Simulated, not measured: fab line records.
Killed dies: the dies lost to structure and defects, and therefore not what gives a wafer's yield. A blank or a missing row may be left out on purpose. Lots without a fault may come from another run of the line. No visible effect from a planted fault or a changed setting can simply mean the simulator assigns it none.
Which tool was responsible? / flow nand_harc / 13 lots, 39 wafers sampled, at 5 steps of a route of 1159

WHAT THE GAUGES READ, wafer by wafer
NHARC_A_M1_INSPECT_27. Usual: raw_defect_count at 477, with a standard deviation of 150.
lot=L840; measured=day 18 05:32; on=defect_inspect-02; raw_defect_count=456 773 438; flag=
lot=L844; measured=day 18 07:20; on=defect_inspect-01; raw_defect_count=417 357 345; flag=
lot=L841; measured=day 18 07:51; on=defect_inspect-02; raw_defect_count=296 344 481; flag=
lot=L842; measured=day 18 10:54; on=defect_inspect-01; raw_defect_count=356 380 477; flag=
lot=L843; measured=day 19 02:55; on=defect_inspect-02; raw_defect_count=409 319 301; flag=
lot=L847; measured=day 19 08:41; on=defect_inspect-02; raw_defect_count=372 369 623; flag=
lot=L846; measured=day 19 16:44; on=defect_inspect-02; raw_defect_count=482 639 548; flag=
lot=L848; measured=day 20 11:38; on=defect_inspect-02; raw_defect_count=496 507 1083; flag=
lot=L856; measured=day 22 08:11; on=defect_inspect-01; raw_defect_count=668 481 436; flag=
lot=L857; measured=day 22 15:45; on=defect_inspect-01; raw_defect_count=459 370 386; flag=
lot=L861; measured=day 22 17:44; on=defect_inspect-02; raw_defect_count=450 489 255; flag=
lot=L860; measured=day 23 06:52; on=defect_inspect-01; raw_defect_count=435 416 451; flag=
lot=L862; measured=day 23 12:25; on=defect_inspect-01; raw_defect_count=496 496 477; flag=

NHARC_END_SORT_01. Usual: defect_limited_yield 95.7 %, standard deviation 1.5; killed_at_array 25, standard deviation 9.8; killed_at_other 0.8, standard deviation 1.1; killed_at_periphery 3.3, standard deviation 2.1; killed_dies 29, standard deviation 10; killed_open 3.3, standard deviation 1.8; killed_short 1.9, standard deviation 1.4; sort_bin_2_pct 1.3 %, standard deviation 0.6; sort_bin_3_pct 0.25 %, standard deviation 0.23; sort_bin_4_pct 2.8 %, standard deviation 0.97; sort_n_pass 648, standard deviation 10; sort_rim_yield_pct 95 %, standard deviation 3.2; sort_yield_pct 95.7 %, standard deviation 1.5.
lot=L846; measured=day 21 08:11; on=prober-02; defect_limited_yield (%)=96.6 95.9 95.4; killed_at_array=22 23 24; killed_at_other=0 2 1; killed_at_periphery=1 3 6; killed_dies=23 28 31; killed_open=1 1 6; killed_short=2 2 2; sort_bin_2_pct (%)=1.2 1.5 2.2; sort_bin_3_pct (%)=0.44 0.44 0; sort_bin_4_pct (%)=1.8 2.2 2.4; sort_n_pass=654 649 646; sort_rim_yield_pct (%)=90 94 95; sort_yield_pct (%)=96.6 95.9 95.4; flag=

WHAT TOOL EACH LOT RAN ON (gives the tool, then ch and the chambers of the sampled wafers, and finally the start)
lot=L840; NHARC_A_M1_DEGAS_29=pvd_sputter-02, day 18 03:41; NHARC_A_M1_ANNEAL_31=rtp_anneal-02 ch 0, day 18 04:50; NHARC_THIN_TSV_ETCH_36=rie_metal-01 ch 0,1, day 19 09:19
lot=L844; NHARC_A_M1_DEGAS_29=pvd_sputter-02, day 18 05:44; NHARC_A_M1_ANNEAL_31=rtp_anneal-01 ch 0, day 18 06:35; NHARC_THIN_TSV_ETCH_36=rie_metal-02 ch 0,1, day 19 08:05
lot=L841; NHARC_A_M1_DEGAS_29=pvd_sputter-01, day 18 05:59; NHARC_A_M1_ANNEAL_31=rtp_anneal-02 ch 0, day 18 07:08; NHARC_THIN_TSV_ETCH_36=rie_metal-01 ch 0,1, day 19 11:42
lot=L842; NHARC_A_M1_DEGAS_29=pvd_sputter-02, day 18 09:05; NHARC_A_M1_ANNEAL_31=rtp_anneal-01 ch 0, day 18 10:05; NHARC_THIN_TSV_ETCH_36=rie_metal-03 ch 0,1, day 19 12:55
lot=L843; NHARC_A_M1_DEGAS_29=pvd_sputter-03, day 19 01:22; NHARC_A_M1_ANNEAL_31=rtp_anneal-01 ch 0, day 19 02:06; NHARC_THIN_TSV_ETCH_36=rie_metal-01 ch 0, day 20 05:44
lot=L847; NHARC_A_M1_DEGAS_29=pvd_sputter-02, day 19 06:52; NHARC_A_M1_ANNEAL_31=rtp_anneal-01 ch 0, day 19 07:59; NHARC_THIN_TSV_ETCH_36=rie_metal-01 ch 0,1, day 20 10:42
lot=L846; NHARC_A_M1_DEGAS_29=pvd_sputter-02, day 19 15:11; NHARC_A_M1_ANNEAL_31=rtp_anneal-02 ch 0, day 19 15:56; NHARC_THIN_TSV_ETCH_36=rie_metal-03 ch 0,1, day 20 17:13
lot=L848; NHARC_A_M1_DEGAS_29=pvd_sputter-01, day 20 09:59; NHARC_A_M1_ANNEAL_31=rtp_anneal-01 ch 0, day 20 10:49; NHARC_THIN_TSV_ETCH_36=rie_metal-02 ch 0,1, day 21 11:44
lot=L856; NHARC_A_M1_DEGAS_29=pvd_sputter-01, day 22 06:34; NHARC_A_M1_ANNEAL_31=rtp_anneal-02 ch 0, day 22 07:24; NHARC_THIN_TSV_ETCH_36=rie_metal-03 ch 0, day 23 08:22
lot=L857; NHARC_A_M1_DEGAS_29=pvd_sputter-03, day 22 14:11; NHARC_A_M1_ANNEAL_31=rtp_anneal-02 ch 0, day 22 14:59; NHARC_THIN_TSV_ETCH_36=rie_metal-03 ch 0,1, day 23 19:22
lot=L861; NHARC_A_M1_DEGAS_29=pvd_sputter-02, day 22 16:09; NHARC_A_M1_ANNEAL_31=rtp_anneal-02 ch 0, day 22 16:58; NHARC_THIN_TSV_ETCH_36=rie_metal-01 ch 0,1, day 23 20:32
lot=L860; NHARC_A_M1_DEGAS_29=pvd_sputter-03, day 23 05:17; NHARC_A_M1_ANNEAL_31=rtp_anneal-02 ch 0, day 23 06:01; NHARC_THIN_TSV_ETCH_36=rie_metal-01 ch 0,1, day 24 06:23
lot=L862; NHARC_A_M1_DEGAS_29=pvd_sputter-03, day 23 10:48; NHARC_A_M1_ANNEAL_31=rtp_anneal-01 ch 0, day 23 11:38; NHARC_THIN_TSV_ETCH_36=rie_metal-01 ch 0, day 24 13:13
- NHARC_A_M1_DEGAS_29: time 60 s.
- NHARC_A_M1_ANNEAL_31: time 90 s.
- NHARC_THIN_TSV_ETCH_36: etches the open film in Cl2/BCl3, target depth 65 nm, time 18.571 s.

WHAT THE TOOLS THEMSELVES READ (means of the sampled wafers that have a number; where no wafer has one, the mark that the record gives instead)
NHARC_A_M1_DEGAS_29. Usual: heater_power_w at 338 W, with a standard deviation of 49.
lot=L840; tool=pvd_sputter-02; heater_power_w (W)=346; flag=
lot=L844; tool=pvd_sputter-02; heater_power_w (W)=347; flag=
lot=L841; tool=pvd_sputter-01; heater_power_w (W)=323; flag=
lot=L842; tool=pvd_sputter-02; heater_power_w (W)=346; flag=
lot=L843; tool=pvd_sputter-03; heater_power_w (W)=351; flag=
lot=L847; tool=pvd_sputter-02; heater_power_w (W)=315; flag=
lot=L846; tool=pvd_sputter-02; heater_power_w (W)=364; flag=
lot=L848; tool=pvd_sputter-01; heater_power_w (W)=344; flag=
lot=L856; tool=pvd_sputter-01; heater_power_w (W)=356; flag=
lot=L857; tool=pvd_sputter-03; heater_power_w (W)=326; flag=
lot=L861; tool=pvd_sputter-02; heater_power_w (W)=330; flag=
lot=L860; tool=pvd_sputter-03; heater_power_w (W)=299; flag=
lot=L862; tool=pvd_sputter-03; heater_power_w (W)=363; flag=

NHARC_A_M1_ANNEAL_31. Usual: wafer_temp_C_max at 226.5, with a standard deviation of 0.47.
lot=L840 tool=rtp_anneal-02 wafer_temp_C_max=227.2 flag=
lot=L844 tool=rtp_anneal-01 wafer_temp_C_max=226.2 flag=
lot=L841 tool=rtp_anneal-02 wafer_temp_C_max=227.1 flag=
lot=L842 tool=rtp_anneal-01 wafer_temp_C_max=226.0 flag=
lot=L843 tool=rtp_anneal-01 wafer_temp_C_max=226.0 flag=
lot=L847 tool=rtp_anneal-01 wafer_temp_C_max=226.0 flag=
lot=L846 tool=rtp_anneal-02 wafer_temp_C_max=226.6 flag=
lot=L848 tool=rtp_anneal-01 wafer_temp_C_max=226.1 flag=
lot=L856 tool=rtp_anneal-02 wafer_temp_C_max=226.1 flag=
lot=L857 tool=rtp_anneal-02 wafer_temp_C_max=226.8 flag=
lot=L861 tool=rtp_anneal-02 wafer_temp_C_max=226.7 flag=
lot=L860 tool=rtp_anneal-02 wafer_temp_C_max=226.7 flag=
lot=L862 tool=rtp_anneal-01 wafer_temp_C_max=226.0 flag=

NHARC_THIN_TSV_ETCH_36. Usual: drypump_motor_current_A 5.9 A, standard deviation 0.45; oes_product_au 1.003 a.u., standard deviation 0.0072.
lot=L840; tool=rie_metal-01; drypump_motor_current_A (A)=5.8; oes_product_au (a.u.)=1.012; flag=
lot=L844; tool=rie_metal-02; drypump_motor_current_A (A)=5.4; oes_product_au (a.u.)=1.001; flag=
lot=L841; tool=rie_metal-01; drypump_motor_current_A (A)=5.8; oes_product_au (a.u.)=1.004; flag=
lot=L842; tool=rie_metal-03; drypump_motor_current_A (A)=6.5; oes_product_au (a.u.)=1.003; flag=
lot=L843; tool=rie_metal-01; drypump_motor_current_A (A)=5.7; oes_product_au (a.u.)=1.006; flag=
lot=L847; tool=rie_metal-01; drypump_motor_current_A (A)=5.8; oes_product_au (a.u.)=1.009; flag=
lot=L846; tool=rie_metal-03; drypump_motor_current_A (A)=6.3; oes_product_au (a.u.)=0.998; flag=
lot=L848; tool=rie_metal-02; drypump_motor_current_A (A)=5.4; oes_product_au (a.u.)=1.007; flag=
lot=L856; tool=rie_metal-03; drypump_motor_current_A (A)=6.0; oes_product_au (a.u.)=0.833; flag=OFF
lot=L857; tool=rie_metal-03; drypump_motor_current_A (A)=6.3; oes_product_au (a.u.)=0.892; flag=OFF
lot=L861; tool=rie_metal-01; drypump_motor_current_A (A)=5.8; oes_product_au (a.u.)=0.992; flag=
lot=L860; tool=rie_metal-01; drypump_motor_current_A (A)=5.8; oes_product_au (a.u.)=1.001; flag=
lot=L862; tool=rie_metal-01; drypump_motor_current_A (A)=5.7; oes_product_au (a.u.)=1.001; flag=

THE ANSWER, worked out from the rows above alone
Rule: a lot counts as off when the mean over its wafers that have a number is more than 3 standard deviations away from the usual mean. A lot without any number at a reading at which 4 lots or more have one is off too. All remaining lots with rows at the step are treated as sound. First the gauges in route order, then the tools' own readings, where a lot's mean is used as printed above. The first step at which some lot is off is used, and at that step the reading that is off furthest; a lot without a number counts as furthest.
Off: L856, L857, at NHARC_THIN_TSV_ETCH_36 (oes_product_au).
A tool fits if, at that step or a process step before it, it ran every lot that is off, and no sound lot after the first of them. One fits: NHARC_THIN_TSV_ETCH_36 on rie_metal-03. Its last sound lot is L846 (day 20 17:13), its first lot that is off L856 (day 23 08:22): a fault that began between those two fits.
The tool's own readings at NHARC_THIN_TSV_ETCH_36 bear it out: on the lots that are off they differ by more than 5 times the standard deviation of the sound lots' means. oes_product_au reads 0.863 a.u. there against 1.003 a.u. on the sound lots.

WHAT THE SIMULATOR HAD INSERTED
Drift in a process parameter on rie_metal-03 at NHARC_THIN_TSV_ETCH_36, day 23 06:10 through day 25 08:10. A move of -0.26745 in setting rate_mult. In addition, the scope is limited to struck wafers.
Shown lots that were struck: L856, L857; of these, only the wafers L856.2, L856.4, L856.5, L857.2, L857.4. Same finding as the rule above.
